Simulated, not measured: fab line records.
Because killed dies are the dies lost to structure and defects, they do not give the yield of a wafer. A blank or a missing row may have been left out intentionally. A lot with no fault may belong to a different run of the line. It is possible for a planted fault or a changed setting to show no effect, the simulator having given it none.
A struck lot beside a sound one -- flow nandHarc -- 15 steps out of a route of 1159
Sound: wafers L435.1, L435.2, L435.5. Struck: wafer L448.2. (L448.1 of the same lot was not struck and is left out.) The cause comes at the end.
Per side, at each step with rows, come the tool, then ch with its chambers, and then its first start. Under that, the readings that differ: sound wafers -- struck wafers -- difference of the means -- sigmas: that difference in standard deviations of wafers without a fault.
alike: readings whose means differ by less than 2 such deviations, and words and numbers that are the same on both sides. not compared: withheld readings, readings that some wafer has no value for, bounds like >300 that may hide the same value, and numbers for which the record gives no deviation and whose values overlap.
A row with sigmas, a row that says differs or no value, or rows on one side alone: a step with any of these is where the two part. When numbers do not overlap yet have no deviation, they are printed without sigmas and do not part them. Lack of a reading on every wafer of one side parts them only where that side has two or more wafers.

NHARC_A_CHANNEL_HOLE_D1_XSEM_31:
  sound on xsem-01 ch 0, day 10 15:40; struck on xsem-01 ch 0, day 13 03:53
reading,sound,struck,difference,sigmas
bowNm (nm),8.73 8.75 8.70,8.17,-0.56,-2
  alike: botCdNm, tiltDeg
NHARC_A_CHANNEL_HOLE_D1_INSPECT_40:
  sound on defectInspect-01 at day 10 15:46; struck on defectInspect-01 at day 13 03:59
  alike: rawDefectCount
then, 2 steps without rows for these wafers: NHARC_A_CHANNEL_FILL_D1_PRECLEAN_00 (cleans in SC1); NHARC_A_CHANNEL_FILL_D1_SRD_01.
NHARC_A_CHANNEL_FILL_D1_ALD_02: deposits SiO2, target thk 6 nm, pulse time 10 s, ald cycles 60.
  sound on aldHk-03 ch 0,2,3, day 10 15:59; struck on aldHk-01 ch 2, day 13 04:16
  alike: heaterPowerW, precursorPulseHeightRel
NHARC_A_CHANNEL_FILL_D1_ALD_03: deposits SiNx, target thk 6 nm, pulse time 60 s, ald cycles 58.
  sound on aldSinBatch-03 ch 0; struck on aldSinBatch-02 ch 0
  alike: precursorPulseHeightRel
then, 5 steps without rows for these wafers: NHARC_A_CHANNEL_FILL_D1_ALD_14 (deposits SiO2, target thk 2.5 nm, pulse time 10 s, ald cycles 25); NHARC_A_CHANNEL_FILL_D1_ALD_15 (deposits SiNx, target thk 2 nm, pulse time 60 s, ald cycles 19); NHARC_A_CHANNEL_FILL_D1_ALD_16 (deposits SiO2, target thk 1.5 nm, pulse time 10 s, ald cycles 15); NHARC_A_CHANNEL_FILL_D1_ANNEAL_17 (time 1800 s); NHARC_A_CHANNEL_FILL_D1_CVD_18 (deposits poly-Si, target thk 3 nm).
NHARC_A_CHANNEL_FILL_D1_ETCHBACK_19: etches the open film in HBr/Cl2, target depth 5 nm, time 1.7 s.
  sound on rieSi-02 ch 0,3, day 11 15:08; struck on rieSi-04 ch 1, day 14 07:49
  alike: chamberPressureMTorr, drypumpMotorCurrentA, oesProductAu, throttleValvePct
  not compared: rfHoursCounterH
NHARC_A_CHANNEL_FILL_D1_ETCHBACK_20: etches the open film in C4F8/O2/Ar, target depth 27 nm, time 13.5 s.
  sound on rieDiel-05 ch 0,1,3, day 11 15:17; struck on rieDiel-05 ch 3, day 14 07:56
reading,sound,struck,difference,sigmas
oesProductAu (a.u.),0.97 0.98 1.00,1.12,+0.14,+4
  alike: chamberPressureMTorr, rfVppV
  not compared: rfHoursCounterH
NHARC_A_CHANNEL_FILL_D1_STRIP_28: strips in O2, time 20 s.
  sound on rieDiel-05 ch 0,2,3, day 11 15:22; struck on rieDiel-05 ch 0, day 14 08:02
  alike: chamberPressureMTorr, drypumpMotorCurrentA, oesProductAu, rfVppV, showerheadPlenumPTorr, throttleValvePct
  not compared: rfHoursCounterH
-- break in the record here, with 10 days between the starts of the struck wafers on either side (left off in module A_CHANNEL_FILL_D1, picked up again in module END, where the first step shown is number 1159 on the route) --
NHARC_END_SORT_01:
  sound on prober-02 ch 0, day 21 19:52; struck on prober-02 ch 0, day 24 06:40
reading,sound,struck,difference,sigmas
killedShort,1 1 2,4,+3,+2
  alike: killedAtArray, killedAtOther, killedAtPeriphery, killedDies, killedOpen

WHERE THEY PART
At NHARC_A_CHANNEL_HOLE_D1_XSEM_31 first; at NHARC_END_SORT_01 last (within this record only).

WHY: what the simulator had put in
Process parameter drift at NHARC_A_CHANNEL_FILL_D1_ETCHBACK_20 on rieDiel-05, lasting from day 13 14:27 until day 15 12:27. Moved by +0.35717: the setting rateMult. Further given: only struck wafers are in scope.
